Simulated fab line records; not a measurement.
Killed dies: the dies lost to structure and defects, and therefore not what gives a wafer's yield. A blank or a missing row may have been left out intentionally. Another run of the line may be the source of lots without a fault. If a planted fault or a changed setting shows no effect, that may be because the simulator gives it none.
Chamber matching || flow nand harc || rie diel-09 running NHARC_A_STAIRCASE_DESCUM_11: 4 sister chambers
The step chemistry O2, time 3 s. 14 wafers are shown with their chamber, then 7 later ones without.

WAFERS PAIRED WITH THEIR CHAMBERS
{"wafer": "L076.1", "chamber": 0, "showerhead plenum p Torr (Torr)": 1.89, "drypump motor current A (A)": 6.1, "oes product au (a.u.)": 0.995}
{"wafer": "L076.2", "chamber": 2, "showerhead plenum p Torr (Torr)": 1.80, "drypump motor current A (A)": 6.2, "oes product au (a.u.)": 1.002}
{"wafer": "L076.3", "chamber": 1, "showerhead plenum p Torr (Torr)": 1.87, "drypump motor current A (A)": 6.2, "oes product au (a.u.)": 1.007}
{"wafer": "L077.1", "chamber": 0, "showerhead plenum p Torr (Torr)": 1.89, "drypump motor current A (A)": 6.1, "oes product au (a.u.)": 0.999}
{"wafer": "L077.2", "chamber": 3, "showerhead plenum p Torr (Torr)": 1.92, "drypump motor current A (A)": 5.8, "oes product au (a.u.)": 0.988}
{"wafer": "L077.6", "chamber": 3, "showerhead plenum p Torr (Torr)": 1.92, "drypump motor current A (A)": 5.8, "oes product au (a.u.)": 0.996}
{"wafer": "L078.2", "chamber": 2, "showerhead plenum p Torr (Torr)": 1.80, "drypump motor current A (A)": 6.1, "oes product au (a.u.)": 1.015}
{"wafer": "L078.3", "chamber": 0, "showerhead plenum p Torr (Torr)": 1.89, "drypump motor current A (A)": 6.0, "oes product au (a.u.)": 0.991}
{"wafer": "L078.6", "chamber": 2, "showerhead plenum p Torr (Torr)": 1.80, "drypump motor current A (A)": 6.1, "oes product au (a.u.)": 1.014}
{"wafer": "L080.1", "chamber": 1, "showerhead plenum p Torr (Torr)": 1.87, "drypump motor current A (A)": 6.2, "oes product au (a.u.)": 1.005}
{"wafer": "L080.2", "chamber": 3, "showerhead plenum p Torr (Torr)": 1.91, "drypump motor current A (A)": 5.9, "oes product au (a.u.)": 0.981}
{"wafer": "L080.3", "chamber": 2, "showerhead plenum p Torr (Torr)": 1.80, "drypump motor current A (A)": 6.2, "oes product au (a.u.)": 1.012}
{"wafer": "L079.2", "chamber": 1, "showerhead plenum p Torr (Torr)": 1.87, "drypump motor current A (A)": 6.2, "oes product au (a.u.)": 1.011}
{"wafer": "L079.4", "chamber": 3, "showerhead plenum p Torr (Torr)": 1.91, "drypump motor current A (A)": 5.8, "oes product au (a.u.)": 0.985}

SIGNATURES (averages over the wafers above)
{"reading": "showerhead plenum p Torr", "chamber 0": 1.8900, "chamber 1": 1.8700, "chamber 2": 1.8000, "chamber 3": 1.9150, "scatter within a chamber": 0.00316}
{"reading": "drypump motor current A", "chamber 0": 6.067, "chamber 1": 6.200, "chamber 2": 6.150, "chamber 3": 5.825, "scatter within a chamber": 0.0492}
{"reading": "oes product au", "chamber 0": 0.99500, "chamber 1": 1.00767, "chamber 2": 1.01075, "chamber 3": 0.98750, "scatter within a chamber": 0.00528}
Rule: a wafer lies at a distance from a chamber equal to the root of the sum of squares, over the readings, of (its reading less the chamber's mean, divided by the reading's scatter). If the next closest chamber is less than 2 further off than the closest, the wafer can't be placed; otherwise it belongs to the closest. How the scatter is found: for the shown wafers, subtract from each reading the mean of its chamber, square and add these, divide the total by (wafers less chambers), then take the root.

WAFERS WITHOUT THEIR CHAMBER
{"wafer": "L079.5", "showerhead plenum p Torr (Torr)": 1.91, "drypump motor current A (A)": 5.8, "oes product au (a.u.)": 0.989}
{"wafer": "L085.2", "showerhead plenum p Torr (Torr)": 1.86, "drypump motor current A (A)": 6.2, "oes product au (a.u.)": 0.995}
{"wafer": "L085.5", "showerhead plenum p Torr (Torr)": 1.79, "drypump motor current A (A)": 6.1, "oes product au (a.u.)": 1.004}
{"wafer": "L085.6", "showerhead plenum p Torr (Torr)": 1.91, "drypump motor current A (A)": 5.9, "oes product au (a.u.)": 0.989}
{"wafer": "L093.1", "showerhead plenum p Torr (Torr)": 1.86, "drypump motor current A (A)": 6.2, "oes product au (a.u.)": 0.999}
{"wafer": "L093.2", "showerhead plenum p Torr (Torr)": 1.88, "drypump motor current A (A)": 6.0, "oes product au (a.u.)": 1.024}
{"wafer": "L093.4", "showerhead plenum p Torr (Torr)": 1.90, "drypump motor current A (A)": 5.8, "oes product au (a.u.)": 0.982}

WHICH CHAMBER EACH ONE RAN IN
{"wafer": "L079.5", "from the rows above": 3, "in truth": 3}
{"wafer": "L085.2", "from the rows above": 1, "in truth": 1}
{"wafer": "L085.5", "from the rows above": 2, "in truth": 2}
{"wafer": "L085.6", "from the rows above": 3, "in truth": 3}
{"wafer": "L093.1", "from the rows above": 1, "in truth": 1}
{"wafer": "L093.2", "from the rows above": "can't be placed: 1 or 0", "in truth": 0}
{"wafer": "L093.4", "from the rows above": "can't be placed: 3 or 0", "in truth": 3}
Placed correctly: 5 of 7. Unplaceable from these rows: 2, with the true chamber sitting among the candidates in 2. Placed wrongly: 0.
